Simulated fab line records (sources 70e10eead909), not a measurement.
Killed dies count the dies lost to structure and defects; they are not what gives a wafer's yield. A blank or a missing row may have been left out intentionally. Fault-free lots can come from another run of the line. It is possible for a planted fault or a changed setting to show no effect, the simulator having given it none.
fab line records | flow nand_harc
[record] lots = 6 wafers = 18 last_day = 25
route steps=1159 shown A_M0@1019 A_M1@1026 END@1159
lots that met no fault: taken from a fault-free run of the same line
start_h: the number of hours between the record's first day and the start of the first shown wafer of the lot | wait_h: hours since the lot's step before | " the same as in the row above | L1.1+2: a single row standing in for several wafers | - either no value or no given start | * or withheld: withheld | < > ~ a bound
route shown NAME@n: names a module that has steps shown in the file, with the first one's number in the route | usual: average and standard deviation across the fault-free wafers | same: alike in all rows | chamber/n: place in a boat | sites: readings site by site | _std_site: standard deviation across them | _edge_site: the outer-site mean with the inner-site mean subtracted | radius_mm: for every site, how far away it sits from the centre of the wafer | mask NAME#n: copy n | behind: the last tool/chamber to shape the wafer | hold: why the lot went on hold/how many hours it stayed there/how the hold came to an end | device: the transistor (n, p or np) that didn't switch | end of line: tests of these same wafers at the route's end | where a step has no rows: the recipe by itself | killed: not the wafer's yield, but the dies lost to structure and defects at the first sort | map: per-die view of a wafer (x killed, . not killed, _ where there is no die)
set.NAME: the setting the step ran with; set.NAME@STEP: the setting that earlier step ran with | model.NAME: the simulator's own value behind a step, which no gauge read
lots at some steps of the route; a table a step, a row a wafer
services: from which hour (start_h, from the record's first day; less than 0 if before it) a tool's chamber was out of use, for how many hours, and why
[[steps]]
[step NHARC_A_M0_CMP_23]
[recipe] t_overpolish_s = 20 target_thk_nm = 113.75
[usual] motor_current_A = 12.4/1 retaining_ring_pressure_frac = 1.000/0.0049 time_to_endpoint_s = 30/3.2
// columns lot.wafer tool chamber start_h wait_h motor_current_A retaining_ring_pressure_frac time_to_endpoint_s
L563.3 cmp-04 1 438.02 - 11.5 1.004 32
L563.5 " 2 " " 11.4 1.007 28
L563.6 " 3 " " 11.8 1.001 26
L570.2 cmp-01 3 466.30 - 12.5 1.009 35
L570.3 " 0 " " 14.2 0.995 33
L570.5 " 3 " " 13.7 1.006 34
L568.4 cmp-01 0 466.78 - 14.3 1.010 34
L568.2 " 1 " " 11.6 0.995 33
L568.5 " 0 " " 14.1 1.003 33
L573.4 cmp-03 2 476.05 - 13.0 1.004 30
L573.1 " 3 " " 11.6 0.994 28
L573.5 " 2 " " 12.6 0.998 32
L581.1 cmp-01 0 537.90 - 14.7 1.003 33
L581.2 " 1 " " 11.4 1.002 32
L581.5 " 2 " " 11.8 1.007 27
L582.3 cmp-01 3 545.68 - 13.2 1.004 29
L582.6 " 0 " " 13.6 0.995 29
L582.5 " 1 " " 12.1 1.005 30
[step NHARC_A_M0_THK_MEAS_24]
[recipe] thk_meas_gauge = xrf
[usual] thk_nm = 114.1/1.7
// columns lot.wafer tool chamber start_h wait_h thk_nm
L563.3 film_metro-01 - 438.26 - 114.2
L563.5 " - " " 116.1
L563.6 " - " " 116.1
L570.2 film_metro-01 - 466.59 - 115.1
L570.3 " - " " 114.8
L570.5 " - " " 114.8
L568.2 film_metro-02 - 467.09 - 115.2
L568.4 " - " " 115.3
L568.5 " - " " 114.0
L573.1 film_metro-02 - 476.36 - 114.0
L573.4 " - " " 116.2
L573.5 " - " " 117.0
L581.1 film_metro-02 - 538.16 - 116.0
L581.2 " - " " 114.9
L581.5 " - " " 113.6
L582.3 film_metro-01 - 545.91 - 116.5
L582.5 " - " " 116.5
L582.6 " - " " 114.8
[step NHARC_A_M0_SRD_25]
[step NHARC_A_M0_INSPECT_27]
[usual] raw_defect_count = 428/94
// columns lot.wafer tool chamber start_h wait_h raw_defect_count
L563.3 defect_inspect-01 - 438.42 0.0 451
L563.5 " - " " 368
L563.6 " - " " 462
L570.2 defect_inspect-01 - 466.75 0.0 417
L570.3 " - " " 478
L570.5 " - " " 364
L568.2 defect_inspect-01 - 467.25 0.0 391
L568.4 " - " " 306
L568.5 " - " " 362
L573.1 defect_inspect-02 - 476.52 0.0 474
L573.4 " - " " 518
L573.5 " - " " 586
L581.1 defect_inspect-02 - 538.31 0.0 369
L581.2 " - " " 701
L581.5 " - " " 517
L582.3 defect_inspect-02 - 546.07 0.0 579
L582.5 " - " " 554
L582.6 " - " " 611
[step NHARC_A_M0_PRE_CLEAN_31]
[recipe] time_s = 12 temp_c = 370 rf_power_w = 300 gas = NH3
[usual] heater_power_w = 641/69
// columns lot.wafer tool chamber start_h wait_h heater_power_w
L563.3 pecvd-02 2 438.50 0.1 660
L563.5 " 1 " " 724
L563.6 " 2 " " 672
L570.2 pecvd-01 2 466.81 0.1 667
L570.3 " 0 " " 582
L570.5 " 0 " " 594
L568.2 pecvd-03 0 467.54 0.3 713
L568.5 " 2 " " 724
L568.4 " 0 " " 698
L573.1 pecvd-01 0 476.58 0.1 637
L573.4 " 0 " " 635
L573.5 " 2 " " 660
L581.1 pecvd-03 2 538.39 0.1 593
L581.2 " 0 " " 686
L581.5 " 0 " " 706
L582.3 pecvd-02 0 546.15 0.1 771
L582.6 " 0 " " 774
L582.5 " 1 " " 759
[step NHARC_A_M0_DEP_32]
[recipe] target_thk_a = 300 temp_c = 370 target_thk_nm = 30 pressure_torr = 3 flow_sccm = 200 rf_w = 450 material = SiCN
[usual] heater_power_w = 594/71
// columns lot.wafer tool chamber start_h wait_h heater_power_w
L563.3 pecvd-02 2 438.61 0.1 553
L563.5 " 1 " " 642
L563.6 " 2 " " 548
L570.2 pecvd-01 2 466.89 0.1 641
L570.3 " 0 " " 636
L570.5 " 0 " " 668
L568.2 pecvd-03 0 467.67 0.1 627
L568.5 " 2 " " 657
L568.4 " 0 " " 629
L573.1 pecvd-01 0 476.66 0.1 570
L573.4 " 0 " " 588
L573.5 " 2 " " 626
L581.1 pecvd-03 2 538.50 0.1 615
L581.2 " 0 " " 627
L581.5 " 0 " " 621
L582.3 pecvd-02 0 546.26 0.1 610
L582.6 " 0 " " 581
L582.5 " 1 " " 709
[step NHARC_A_M1_DEP_00]
[recipe] target_thk_a = 1825 target_thk_nm = 182.5 temp_c = withheld pressure_torr = 5 flow_sccm = 200 rf_w = 600 material = SiOC
[step NHARC_A_M1_DEHYDRATE_01]
[recipe] temp_c = 150 time_s = 120
[step NHARC_A_M1_HMDS_02]
[recipe] time_s = 30
[step NHARC_A_M1_COAT_34]
[recipe] temp_c = 200 time_s = 65
[step NHARC_A_M1_COAT_03]
[recipe] spin_rpm = 1500 resist_thk_nm = 90
[step NHARC_A_M1_SOFTBAKE_04]
[recipe] temp_c = 105 time_s = 55
[usual] chill_plate_temp_C = 23.00/0.11 heater_power_total_W = 188.44/0.14 plate_temp_C = 105.01/0.12
// columns lot.wafer tool chamber start_h wait_h chill_plate_temp_C heater_power_total_W plate_temp_C
L563.3 litho_track-04 0 439 - 23.07 188.44 104.91
L563.5 " 0 " " 23.08 188.30 104.98
L563.6 " 0 " " 23.13 188.30 104.74
L570.2 litho_track-04 0 467 - 22.94 188.33 104.95
L570.3 " 0 " " 22.97 188.47 105.04
L570.5 " 0 " " 22.85 188.30 105.03
L568.2 litho_track-01 0 468 - 23.00 188.33 105.00
L568.4 " 0 " " 22.87 188.72 105.08
L568.5 " 0 " " 22.92 188.36 105.02
L573.1 litho_track-06 0 477 - 23.01 188.32 105.30
L573.4 " 0 " " 23.13 188.32 105.18
L573.5 " 0 " " 23.16 188.52 105.10
L581.1 litho_track-06 0 539 - 23.02 222.43 -
L581.2 " 0 " " 22.85 188.36 105.24
L581.5 " 0 " " 22.90 222.42 -
L582.3 litho_track-06 0 547 - 23.03 222.53 -
L582.5 " 0 " " 23.04 222.56 -
L582.6 " 0 " " 23.20 188.49 105.18
[step NHARC_A_M1_EBR_05]
[step NHARC_END_SORT_01]
[recipe] temp_c = 25
[usual] defect_limited_yield = 95.2/1.6 killed_at_array = 29/10 killed_at_other = 0.7/1.1 killed_at_periphery = 3.2/2.2 killed_dies = 33/11 killed_open = 3.5/1.8 killed_short = 2.0/1.4 sort_bin_2_pct = 1.5/0.61 sort_bin_3_pct = 0.29/0.22 sort_bin_4_pct = 3.1/1.1 sort_n_pass = 644/11 sort_rim_yield_pct = 95/3.3 sort_yield_pct = 95.2/1.6
[same] gross_dies = 677 sort_bin_5_pct[%] = 0 sort_bin_6_pct[%] = 0 sort_bin_7_pct[%] = 0 sort_bin_8_pct[%] = 0 sort_rim_n_gross = 106.00
// columns lot.wafer tool chamber start_h wait_h defect_limited_yield[%] killed_at_array killed_at_other killed_at_periphery killed_dies killed_open killed_short sort_bin_2_pct[%] sort_bin_3_pct[%] sort_bin_4_pct[%] sort_n_pass sort_rim_yield_pct[%] sort_yield_pct[%]
L568.2 prober-01 0 514.48 2.8 97.5 13 1 3 17 2 2 0.4 0 2.1 660 99 97.5
L568.4 prober-01 0 516.11 3.4 97.2 13 1 5 19 7 1 0.7 0 2.1 658 99 97.2
L568.5 prober-01 0 516.93 3.8 97.0 16 0 4 20 5 3 1.0 0.30 1.6 657 95 97.0
// killed by level:class
L568.2 A_CHANNEL_HOLE_D1:chamber_film_flake=5 P_M0:chamber_film_flake=2 A_CONTACT:chamber_film_flake=2 A_WL_FILL:geometric_particle:short=1 A_CONTACT:geometric_particle:open=1 A_CONTACT:geometric_particle:short=1 A_M0:geometric_particle:open=1 P_GATE:chamber_film_flake=1
L568.4 A_STAIRCASE:chamber_film_flake=3 A_CONTACT:geometric_particle:open=2 A_M0:geometric_particle:open=2 P_GATE:chamber_film_flake=2 A_CONTACT:chamber_film_flake=2 P_CONTACT:geometric_particle:open=1 P_M1:geometric_particle:open=1 A_BLC:geometric_particle:open=1
L568.5 A_CONTACT:chamber_film_flake=5 A_CONTACT:geometric_particle:open=3 P_GATE:chamber_film_flake=2 A_WL_FILL:chamber_film_flake=2 P_GATE:geometric_particle:short=1 A_CHANNEL_HOLE_D1:geometric_particle:open=1 A_CHANNEL_FILL_D1:geometric_particle:short=1 A_WL_FILL:geometric_particle:short=1
[[services]]
// columns tool chamber start_h hours kind
cmp-03 - 414.55 3.9 repair
cmp-01 - 415.29 2.8 repair
pecvd-01 - 418.40 13.0 pm
cmp-01 - 425.33 1.7 repair
cmp-03 - 429.16 0.6 repair
litho_track-01 - 443.00 7.0 pm
cmp-03 - 450.00 4.0 pm
cmp-04 - 461.21 1.9 repair
cmp-04 - 466.23 4.2 repair
litho_track-06 - 467.00 7.0 pm
cmp-03 - 468.35 0.7 repair
pecvd-03 - 473.23 13.0 pm
cmp-01 - 473.50 4.0 pm
pecvd-02 0 486.94 3.9 repair
litho_track-04 - 491.00 7.0 pm
cmp-01 - 492.15 7.7 repair
cmp-04 - 497.21 4.0 pm
cmp-01 - 513.85 2.9 repair
cmp-03 - 514.12 0.9 repair
pecvd-02 - 515.20 13.0 pm
cmp-01 - 523.30 0.8 repair
cmp-03 - 523.79 0.6 repair
cmp-03 - 529.96 3.3 repair
pecvd-03 1 546.09 33.8 repair
[[key]]
[first_sign] step = NHARC_A_M1_SOFTBAKE_04 reading = heater_power_total_W direction = up sigmas = 99+ usual = * struck = *
effect none on later readings
met_at NHARC_A_M1_SOFTBAKE_04
struck_wafers L581.1,L581.5,L582.3,L582.5
onset_between 477 539
[fault] kind = process_parameter_drift tool = litho_track-06 chamber = - onset_h = 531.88 steps = NHARC_A_M1_SOFTBAKE_04 channel = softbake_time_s offset = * shape = step end_h = 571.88 scope = struck_wafers_only acts_in = * stated = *
